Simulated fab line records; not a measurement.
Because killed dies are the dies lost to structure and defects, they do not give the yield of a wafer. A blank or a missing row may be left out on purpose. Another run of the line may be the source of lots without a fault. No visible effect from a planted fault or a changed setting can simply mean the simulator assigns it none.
Comparing a struck lot with a sound one | flow n5 finfet | 15 steps out of a route of 1938
Sound: the wafers L648.3, L648.5, L648.6. Struck: wafer L656.3 (L656.1, L656.4, from the same lot, were not struck and are left out); the cause is given at the end.
For every step that has rows: the tool of each side, followed by ch and its chambers, followed by its first start. Under that, the readings that differ: sound wafers | struck wafers | difference of the means | sigmas: that difference in standard deviations of wafers without a fault.
alike: readings with means less than 2 such deviations apart, plus words and numbers identical on both sides. not compared: withheld readings, readings lacking a value on some wafer, bounds such as >300 that could conceal the same value, and numbers that have no deviation in the record and whose values overlap.
A row with sigmas, a row that says differs or no value, or rows on one side alone: a step with any of these is where the two part. When numbers do not overlap yet have no deviation, they are printed without sigmas and do not part them. A reading that every wafer of one side lacks parts them only if that side has two wafers or more.

first, 5 steps without rows for these wafers: N5_PASSIVATION_SOFTBAKE_05 (time 90 s); N5_PASSIVATION_EXPOSE_07 (exposes mask TV, defocus 0 nm, target cd 3000 nm); N5_PASSIVATION_PEB_08; N5_PASSIVATION_DEVELOP_09 (develop time 60 s); N5_PASSIVATION_HARDBAKE_11 (time 120 s).
N5_PASSIVATION_CD_MEAS_10: target cd 3000 nm.
  sound on cd sem-03 ch 0, day 12 23:26; struck on cd sem-02 ch 0, day 14 20:52
  alike: cd nm
N5_PASSIVATION_OVL_MEAS_60:
  sound on overlay-02 ch 0, day 12 23:28; struck on overlay-01 ch 0, day 14 20:55
  alike: TV_OVL
N5_PASSIVATION_INSPECT_61: inspects for defects (macro).
  sound on defect inspect-02, day 12 23:29; struck on defect inspect-02, day 14 20:56
  alike: raw defect count
N5_PASSIVATION_DESCUM_12: chemistry O2, time 7.9 s.
  sound on rie diel-02 ch 0,1, day 12 23:46; struck on rie diel-02 ch 1, day 14 21:02
  alike: drypump motor current A, oes product au, rf vpp V, showerhead plenum p Torr, throttle valve pct
  not compared: rf hours counter h
N5_PASSIVATION_PASS_ETCH_74: etches SiNx in CF4/O2, target depth 220 nm, time 110 s.
  sound on rie diel-02 ch 0,1, day 12 23:50; struck on rie diel-02 ch 1, day 14 21:06
  alike: bias w, drypump motor current A, mfc ar sccm, oes product au, rf vpp V, showerhead plenum p Torr, throttle valve pct
  not compared: rf hours counter h
N5_PASSIVATION_VIA_ETCH_13: etches SiO2 in CHF3/O2, target depth 660 nm, time 330 s.
  sound on rie diel-02 ch 0,1, day 12 23:55; struck on rie diel-02 ch 1, day 14 21:12
  alike: bias w, drypump motor current A, etch rf on time s, mfc ar sccm, oes product au, rf vpp V, showerhead plenum p Torr, throttle valve pct
  not compared: rf hours counter h
N5_PASSIVATION_STRIP_14: strips in O2.
  sound on rie diel-02 ch 0,1, day 13 00:07; struck on rie diel-02 ch 1, day 14 21:23
  alike: drypump motor current A, oes product au, rf vpp V, showerhead plenum p Torr, throttle valve pct
  not compared: rf hours counter h
N5_PASSIVATION_ETCH_15: etches SiCN in CF4/N2, target depth 75 nm, time 81.2 s.
  sound on rie diel-02 ch 0,1, day 13 00:10; struck on rie diel-02 ch 1, day 14 21:26
  reading                  | sound             | struck | difference | sigmas
  bias w (W)               | 70.20 69.94 70.27 | 78.21  | +8.07      | +35
  rf vpp V (V)             | 380.2 382.6 381.1 | 410.3  | +29.0      | +16
  model.etch.depth nm (nm) | 64.28 66.24 64.29 | 68.57  | +3.63      |
  alike: drypump motor current A, mfc ar sccm, oes product au, showerhead plenum p Torr, throttle valve pct
  not compared: rf hours counter h
then, 1 step without rows for these wafers: N5_PASSIVATION_STRIP_73 (strips in post etch residue remover, time 60 s).
N5_PASSIVATION_PROBE_49:
  only the struck wafers here have rows in the record (prober-02, day 15 05:25); the sound ones have none

WHERE THEY PART
At N5_PASSIVATION_ETCH_15 first; at N5_PASSIVATION_PROBE_49 last (within this record only).

WHY: what had been put in by the simulator
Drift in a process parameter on rie diel-02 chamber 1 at N5_PASSIVATION_ETCH_15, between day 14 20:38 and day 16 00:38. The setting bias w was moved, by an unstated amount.
